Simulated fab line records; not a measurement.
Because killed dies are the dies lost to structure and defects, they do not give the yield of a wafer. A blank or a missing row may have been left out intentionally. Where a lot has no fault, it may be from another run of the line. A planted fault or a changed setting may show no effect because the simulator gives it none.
Matching of chambers || flow n5_finfet || N5_BEOL_M7_DESCUM_16 on rie_diel-06: 4 sister chambers
The step chemistry O2, time 7.9 s. 14 wafers are shown with their chamber, then 7 later ones without.

WAFERS, EACH WITH ITS CHAMBER
{"wafer": "L074.4", "chamber": 1, "showerhead_plenum_p_Torr (Torr)": 2.21, "oes_product_au (a.u.)": 0.88, "throttle_valve_pct (%)": 20.37}
{"wafer": "L074.5", "chamber": 0, "showerhead_plenum_p_Torr (Torr)": 2.06, "oes_product_au (a.u.)": 0.96, "throttle_valve_pct (%)": 20.19}
{"wafer": "L074.6", "chamber": 1, "showerhead_plenum_p_Torr (Torr)": 2.21, "oes_product_au (a.u.)": 0.88, "throttle_valve_pct (%)": 20.40}
{"wafer": "L075.1", "chamber": 3, "showerhead_plenum_p_Torr (Torr)": 2.04, "oes_product_au (a.u.)": 0.84, "throttle_valve_pct (%)": 20.19}
{"wafer": "L075.3", "chamber": 2, "showerhead_plenum_p_Torr (Torr)": 2.07, "oes_product_au (a.u.)": 0.69, "throttle_valve_pct (%)": 20.19}
{"wafer": "L075.6", "chamber": 0, "showerhead_plenum_p_Torr (Torr)": 2.06, "oes_product_au (a.u.)": 0.94, "throttle_valve_pct (%)": 20.20}
{"wafer": "L077.1", "chamber": 0, "showerhead_plenum_p_Torr (Torr)": 2.06, "oes_product_au (a.u.)": 0.93, "throttle_valve_pct (%)": 20.20}
{"wafer": "L077.2", "chamber": 1, "showerhead_plenum_p_Torr (Torr)": 2.21, "oes_product_au (a.u.)": 0.86, "throttle_valve_pct (%)": 20.40}
{"wafer": "L077.5", "chamber": 1, "showerhead_plenum_p_Torr (Torr)": 2.21, "oes_product_au (a.u.)": 0.86, "throttle_valve_pct (%)": 20.40}
{"wafer": "L082.2", "chamber": 3, "showerhead_plenum_p_Torr (Torr)": 2.04, "oes_product_au (a.u.)": 0.82, "throttle_valve_pct (%)": 20.23}
{"wafer": "L082.3", "chamber": 0, "showerhead_plenum_p_Torr (Torr)": 2.06, "oes_product_au (a.u.)": 0.91, "throttle_valve_pct (%)": 20.23}
{"wafer": "L082.6", "chamber": 1, "showerhead_plenum_p_Torr (Torr)": 2.20, "oes_product_au (a.u.)": 0.86, "throttle_valve_pct (%)": 20.41}
{"wafer": "L087.1", "chamber": 3, "showerhead_plenum_p_Torr (Torr)": 2.03, "oes_product_au (a.u.)": 0.81, "throttle_valve_pct (%)": 20.24}
{"wafer": "L087.2", "chamber": 0, "showerhead_plenum_p_Torr (Torr)": 2.05, "oes_product_au (a.u.)": 0.90, "throttle_valve_pct (%)": 20.21}

SIGNATURES (means of the wafers above)
{"reading": "showerhead_plenum_p_Torr", "chamber 0": 2.0580, "chamber 1": 2.2080, "chamber 2": 2.0700, "chamber 3": 2.0367, "scatter within a chamber": 0.00476}
{"reading": "oes_product_au", "chamber 0": 0.9280, "chamber 1": 0.8680, "chamber 2": 0.6900, "chamber 3": 0.8233, "scatter within a chamber": 0.018}
{"reading": "throttle_valve_pct", "chamber 0": 20.2060, "chamber 1": 20.3960, "chamber 2": 20.1900, "chamber 3": 20.2200, "scatter within a chamber": 0.018}
Rule: a wafer lies at a distance from a chamber equal to the root of the sum of squares, over the readings, of (its reading less the chamber's mean, divided by the reading's scatter). If the next closest chamber is less than 2 further off than the closest, the wafer can't be placed; otherwise it belongs to the closest. The scatter: take each reading less its chamber's mean, square it, sum over the shown wafers, divide by the number of wafers less the number of chambers, and take the root.

WAFERS WHOSE CHAMBER IS MISSING
{"wafer": "L087.3", "showerhead_plenum_p_Torr (Torr)": 2.06, "oes_product_au (a.u.)": 0.68, "throttle_valve_pct (%)": 20.24}
{"wafer": "L097.2", "showerhead_plenum_p_Torr (Torr)": 2.05, "oes_product_au (a.u.)": 0.87, "throttle_valve_pct (%)": 20.24}
{"wafer": "L097.3", "showerhead_plenum_p_Torr (Torr)": 2.03, "oes_product_au (a.u.)": 0.80, "throttle_valve_pct (%)": 20.26}
{"wafer": "L097.6", "showerhead_plenum_p_Torr (Torr)": 2.05, "oes_product_au (a.u.)": 0.87, "throttle_valve_pct (%)": 20.27}
{"wafer": "L096.3", "showerhead_plenum_p_Torr (Torr)": 2.03, "oes_product_au (a.u.)": 0.79, "throttle_valve_pct (%)": 20.27}
{"wafer": "L096.4", "showerhead_plenum_p_Torr (Torr)": 2.03, "oes_product_au (a.u.)": 0.79, "throttle_valve_pct (%)": 20.28}
{"wafer": "L096.6", "showerhead_plenum_p_Torr (Torr)": 2.05, "oes_product_au (a.u.)": 0.86, "throttle_valve_pct (%)": 20.24}

EACH ONE'S CHAMBER
{"wafer": "L087.3", "from the rows above": 2, "in truth": 2}
{"wafer": "L097.2", "from the rows above": "can't be placed: 3 or 0", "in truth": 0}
{"wafer": "L097.3", "from the rows above": 3, "in truth": 3}
{"wafer": "L097.6", "from the rows above": "can't be placed: 3 or 0", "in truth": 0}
{"wafer": "L096.3", "from the rows above": 3, "in truth": 3}
{"wafer": "L096.4", "from the rows above": 3, "in truth": 3}
{"wafer": "L096.6", "from the rows above": "can't be placed: 3 or 0", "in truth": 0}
Correctly placed: 4 of 7. Not placeable from these rows: 3 (in 3, the candidates include the true chamber). Wrongly placed: 0.
